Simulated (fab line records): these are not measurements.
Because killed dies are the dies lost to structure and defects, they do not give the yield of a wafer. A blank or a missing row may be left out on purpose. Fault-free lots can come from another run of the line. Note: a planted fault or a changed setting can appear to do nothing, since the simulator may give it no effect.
Which tool is to blame? + flow nand-harc + 33 wafers from 11 lots sampled at 6 of the route's 1159 steps

== WHAT THE GAUGES SHOWED, per wafer ==
NHARC_P_ZERO_WELL_INSPECT_43. Usual: raw-defect-count 13, standard deviation 5.6.
| lot  | measured    | on                | raw-defect-count | flag |
|------|-------------|-------------------|------------------|------|
| L704 | day 1 19:32 | defect-inspect-02 | 20 22 12         |      |
| L708 | day 2 19:50 | defect-inspect-02 | 10 12 13         |      |
| L713 | day 4 01:35 | defect-inspect-01 | 8 11 9           |      |
| L714 | day 4 07:43 | defect-inspect-01 | 4 9 443          | OFF  |
| L715 | day 4 13:35 | defect-inspect-02 | 18 429 21        | OFF  |
| L716 | day 4 19:37 | defect-inspect-02 | 8 13 13          |      |
| L718 | day 5 07:27 | defect-inspect-02 | 21 17 7          |      |
| L722 | day 6 07:33 | defect-inspect-01 | 21 13 13         |      |
| L723 | day 6 13:36 | defect-inspect-01 | 16 13 7          |      |
| L724 | day 6 19:52 | defect-inspect-01 | 14 26 19         |      |
| L725 | day 7 01:25 | defect-inspect-01 | 26 20 16         |      |

NHARC_P_STI_CD_MEAS_09 targets a cd of 200 nm. Usual: cd-nm 200.1 nm, standard deviation 2.1.
| lot  | measured    | on        | cd-nm (nm)        | flag |
|------|-------------|-----------|-------------------|------|
| L704 | day 2 13:05 | cd-sem-01 | 200.9 196.3 198.0 |      |
| L708 | day 3 11:04 | cd-sem-01 | 196.1 197.4 201.2 |      |
| L713 | day 4 16:45 | cd-sem-01 | 196.7 199.4 195.5 |      |
| L714 | day 4 22:53 | cd-sem-01 | 200.8 198.8 201.0 |      |
| L715 | day 5 04:52 | cd-sem-01 | 201.3 201.9 199.2 |      |
| L716 | day 5 11:43 | cd-sem-01 | 197.6 196.4 199.3 |      |
| L718 | day 6 02:23 | cd-sem-02 | 198.0 202.1 195.2 |      |
| L722 | day 6 23:01 | cd-sem-01 | 197.2 201.4 201.3 |      |
| L723 | day 7 05:05 | cd-sem-02 | 202.0 200.2 200.7 |      |
| L724 | day 7 11:11 | cd-sem-03 | 200.6 201.4 198.9 |      |
| L725 | day 7 19:54 | cd-sem-02 | 201.2 199.1 197.3 |      |

NHARC_END_SORT_01. Usual: killed-at-array 27, standard deviation 8; killed-at-other 0.8, standard deviation 1.2; killed-at-periphery 3.3, standard deviation 2.3; killed-dies 31, standard deviation 8.8; killed-open 3.2, standard deviation 2.1; killed-short 2.1, standard deviation 1.4.
| lot  | measured     | on        | killed-at-array | killed-at-other | killed-at-periphery | killed-dies | killed-open | killed-short | flag |
|------|--------------|-----------|-----------------|-----------------|---------------------|-------------|-------------|--------------|------|
| L714 | day 21 21:26 | prober-01 | 16 22 13        | 0 0 1           | 1 2 91              | 17 24 105   | 3 1 3       | 2 2 2        | OFF  |
| L715 | day 23 01:47 | prober-01 | 43 20 29        | 4 0 2           | 1 77 5              | 48 97 36    | 1 2 2       | 1 0 1        | OFF  |

== EACH LOT AND THE TOOL THAT RAN IT (in order: tool; ch and the chambers of the sampled wafers; start) ==
| lot  | NHARC_P_ZERO_WELL_ETCH_63       | NHARC_P_ZERO_WELL_DESCUM_39       | NHARC_P_ZERO_WELL_DESCUM_54       |
|------|---------------------------------|-----------------------------------|-----------------------------------|
| L704 | rie-si-03 ch 0,1, day 1 13:40   | rie-diel-07 ch 1,2, day 1 16:19   | rie-diel-06 ch 1,2, day 1 17:49   |
| L708 | rie-si-03 ch 0,2,3, day 2 13:57 | rie-diel-04 ch 0,1, day 2 16:31   | rie-diel-07 ch 0,2,3, day 2 18:13 |
| L713 | rie-si-06 ch 0,2,3, day 3 19:40 | rie-diel-07 ch 0,1, day 3 22:16   | rie-diel-04 ch 0,1,3, day 3 23:57 |
| L714 | rie-si-03 ch 0,1,2, day 4 01:41 | rie-diel-04 ch 0,1,2, day 4 04:26 | rie-diel-06 ch 1,2,3, day 4 06:04 |
| L715 | rie-si-03 ch 0,1,2, day 4 07:42 | rie-diel-04 ch 0,1,2, day 4 10:26 | rie-diel-06 ch 1,2,3, day 4 11:58 |
| L716 | rie-si-06 ch 0,3, day 4 13:31   | rie-diel-06 ch 1,3, day 4 16:17   | rie-diel-06 ch 1,2,3, day 4 17:57 |
| L718 | rie-si-06 ch 0,1,3, day 5 01:33 | rie-diel-07 ch 0,1,2, day 5 04:09 | rie-diel-06 ch 0,2,3, day 5 05:48 |
| L722 | rie-si-06 ch 1,2, day 6 01:39   | rie-diel-04 ch 1,2,3, day 6 04:10 | rie-diel-04 ch 0,2,3, day 6 05:47 |
| L723 | rie-si-06 ch 0,1,2, day 6 07:32 | rie-diel-06 ch 0,1,2, day 6 10:17 | rie-diel-04 ch 0,2,3, day 6 11:56 |
| L724 | rie-si-05 ch 1,2,3, day 6 13:46 | rie-diel-07 ch 0,1,3, day 6 16:33 | rie-diel-04 ch 0,1,2, day 6 18:13 |
| L725 | rie-si-05 ch 0,1,3, day 6 19:40 | rie-diel-04 ch 1,2,3, day 6 22:07 | rie-diel-06 ch 1,2,3, day 6 23:46 |
- NHARC_P_ZERO_WELL_ETCH_63: etches the open film in HBr/Cl2, target depth 120 nm, time 40.1 s.
- NHARC_P_ZERO_WELL_DESCUM_39: chemistry O2, time 3 s.
- NHARC_P_ZERO_WELL_DESCUM_54: chemistry O2, time 3 s.

== WHAT THE TOOLS THEMSELVES READ (means of the sampled wafers that have a number; where no wafer has one, the mark that the record gives instead) ==
NHARC_P_ZERO_WELL_ETCH_63. Usual: drypump-motor-current-A 5.7 A, standard deviation 0.4; oes-product-au 1.000 a.u., standard deviation 0.0089; rf-fwd-power-W 395.3 W, standard deviation 1.5; throttle-valve-pct 26.406 %, standard deviation 0.0086.
| lot  | tool      | drypump-motor-current-A (A) | oes-product-au (a.u.) | rf-fwd-power-W (W) | throttle-valve-pct (%) | flag |
|------|-----------|-----------------------------|-----------------------|--------------------|------------------------|------|
| L704 | rie-si-03 | 5.2                         | 1.009                 | 393.1              | 26.405                 |      |
| L708 | rie-si-03 | 5.8                         | 0.997                 | 396.1              | 26.412                 |      |
| L713 | rie-si-06 | 5.6                         | 1.010                 | 397.3              | 26.407                 |      |
| L714 | rie-si-03 | 5.6                         | 0.999                 | 395.2              | 26.418                 |      |
| L715 | rie-si-03 | 5.6                         | 0.997                 | 394.3              | 26.407                 |      |
| L716 | rie-si-06 | 5.7                         | 1.014                 | 395.2              | 26.403                 |      |
| L718 | rie-si-06 | 5.8                         | 1.009                 | 395.6              | 26.412                 |      |
| L722 | rie-si-06 | 6.0                         | 0.993                 | 394.7              | 26.403                 |      |
| L723 | rie-si-06 | 5.9                         | 1.000                 | 395.4              | 26.399                 |      |
| L724 | rie-si-05 | 5.3                         | 1.011                 | 395.3              | 26.395                 |      |
| L725 | rie-si-05 | 5.5                         | 1.008                 | 395.0              | 26.413                 |      |

NHARC_P_ZERO_WELL_DESCUM_39. Usual: drypump-motor-current-A 5.6 A, standard deviation 0.44; o2-flow-sccm 200.0 sccm, standard deviation 0.59; oes-product-au 0.997 a.u., standard deviation 0.011; rf-vpp-V 57.8 V, standard deviation 0.85; showerhead-plenum-p-Torr 1.91 Torr, standard deviation 0.075; throttle-valve-pct 11.312 %, standard deviation 0.0086.
| lot  | tool        | drypump-motor-current-A (A) | o2-flow-sccm (sccm) | oes-product-au (a.u.) | rf-vpp-V (V) | showerhead-plenum-p-Torr (Torr) | throttle-valve-pct (%) | flag |
|------|-------------|-----------------------------|---------------------|-----------------------|--------------|---------------------------------|------------------------|------|
| L704 | rie-diel-07 | 5.3                         | 200.2               | 0.990                 | 57.6         | 1.90                            | 11.313                 |      |
| L708 | rie-diel-04 | 5.3                         | 200.2               | 0.997                 | 58.3         | 2.00                            | 11.306                 |      |
| L713 | rie-diel-07 | 5.9                         | 201.0               | 0.996                 | 57.8         | 1.84                            | 11.321                 |      |
| L714 | rie-diel-04 | 5.7                         | 199.8               | 0.994                 | 57.9         | 1.98                            | 11.306                 |      |
| L715 | rie-diel-04 | 5.7                         | 199.6               | 1.001                 | 58.1         | 1.98                            | 11.311                 |      |
| L716 | rie-diel-06 | 5.5                         | 200.5               | 0.993                 | 57.0         | 1.85                            | 11.312                 |      |
| L718 | rie-diel-07 | 5.6                         | 199.2               | 0.997                 | 57.4         | 1.87                            | 11.306                 |      |
| L722 | rie-diel-04 | 5.7                         | 200.2               | 1.001                 | 58.2         | 1.94                            | 11.313                 |      |
| L723 | rie-diel-06 | 5.3                         | 200.1               | 0.992                 | 56.9         | 1.83                            | 11.315                 |      |
| L724 | rie-diel-07 | 5.7                         | 199.7               | 0.997                 | 57.7         | 1.88                            | 11.323                 |      |
| L725 | rie-diel-04 | 5.6                         | 199.9               | 0.997                 | 58.4         | 1.94                            | 11.312                 |      |

NHARC_P_ZERO_WELL_DESCUM_54. Usual: drypump-motor-current-A 5.5 A, standard deviation 0.43; o2-flow-sccm 200.0 sccm, standard deviation 0.61; oes-product-au 0.999 a.u., standard deviation 0.01; rf-vpp-V 57.7 V, standard deviation 0.85; showerhead-plenum-p-Torr 1.91 Torr, standard deviation 0.079; throttle-valve-pct 11.311 %, standard deviation 0.0091.
| lot  | tool        | drypump-motor-current-A (A) | o2-flow-sccm (sccm) | oes-product-au (a.u.) | rf-vpp-V (V) | showerhead-plenum-p-Torr (Torr) | throttle-valve-pct (%) | flag |
|------|-------------|-----------------------------|---------------------|-----------------------|--------------|---------------------------------|------------------------|------|
| L704 | rie-diel-06 | 5.6                         | 200.1               | 1.015                 | 57.5         | 1.84                            | 11.311                 |      |
| L708 | rie-diel-07 | 5.7                         | 199.9               | 0.997                 | 57.7         | 1.87                            | 11.312                 |      |
| L713 | rie-diel-04 | 5.3                         | 199.7               | 1.008                 | 57.8         | 1.96                            | 11.311                 |      |
| L714 | rie-diel-06 | 5.6                         | 200.2               | 0.995                 | 57.8         | 1.88                            | 11.309                 |      |
| L715 | rie-diel-06 | 5.7                         | 199.8               | 1.002                 | 57.8         | 1.88                            | 11.308                 |      |
| L716 | rie-diel-06 | 5.6                         | 200.4               | 0.992                 | 58.0         | 1.88                            | 11.312                 |      |
| L718 | rie-diel-06 | 5.5                         | 199.7               | 0.999                 | 57.0         | 1.90                            | 11.312                 |      |
| L722 | rie-diel-04 | 5.7                         | 200.4               | 1.002                 | 58.1         | 1.99                            | 11.307                 |      |
| L723 | rie-diel-04 | 5.7                         | 200.0               | 1.000                 | 57.3         | 1.99                            | 11.308                 |      |
| L724 | rie-diel-04 | 5.7                         | 200.2               | 1.006                 | 58.3         | 1.98                            | 11.313                 |      |
| L725 | rie-diel-06 | 5.6                         | 200.1               | 0.997                 | 56.7         | 1.88                            | 11.305                 |      |

== THE ANSWER, worked out from the rows above alone ==
Rule: lot off if the mean of its wafers having a number is beyond 3 standard deviations from the usual mean. A lot without any number at a reading at which 4 lots or more have one is off too. Any other lot the step has rows for is counted as sound. After the gauges, taken in route order, come the tools' own readings; for these a lot's mean is taken, as printed above. The first step at which some lot is off is used, and at that step the reading that is off furthest; a lot without a number counts as furthest.
Off at NHARC_P_ZERO_WELL_INSPECT_43 (raw-defect-count): L714, L715.
If a tool, at a process step before that reading, ran all the lots that are off and no sound lot after the first of them, it fits. The gauges at NHARC_P_ZERO_WELL_INSPECT_43 aren't tried: what is off there is off at NHARC_END_SORT_01 too, on other tools, and a gauge's error can't cause that. One fits: rie-si-03 at NHARC_P_ZERO_WELL_ETCH_63. A fault onset in the window from L708 (day 2 13:57, its last sound lot) to L714 (day 4 01:41, its first lot off) fits.

== WHAT THE SIMULATOR HAD INSERTED ==
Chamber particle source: rie-si-03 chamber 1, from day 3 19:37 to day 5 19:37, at NHARC_P_ZERO_WELL_ETCH_63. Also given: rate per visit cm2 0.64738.
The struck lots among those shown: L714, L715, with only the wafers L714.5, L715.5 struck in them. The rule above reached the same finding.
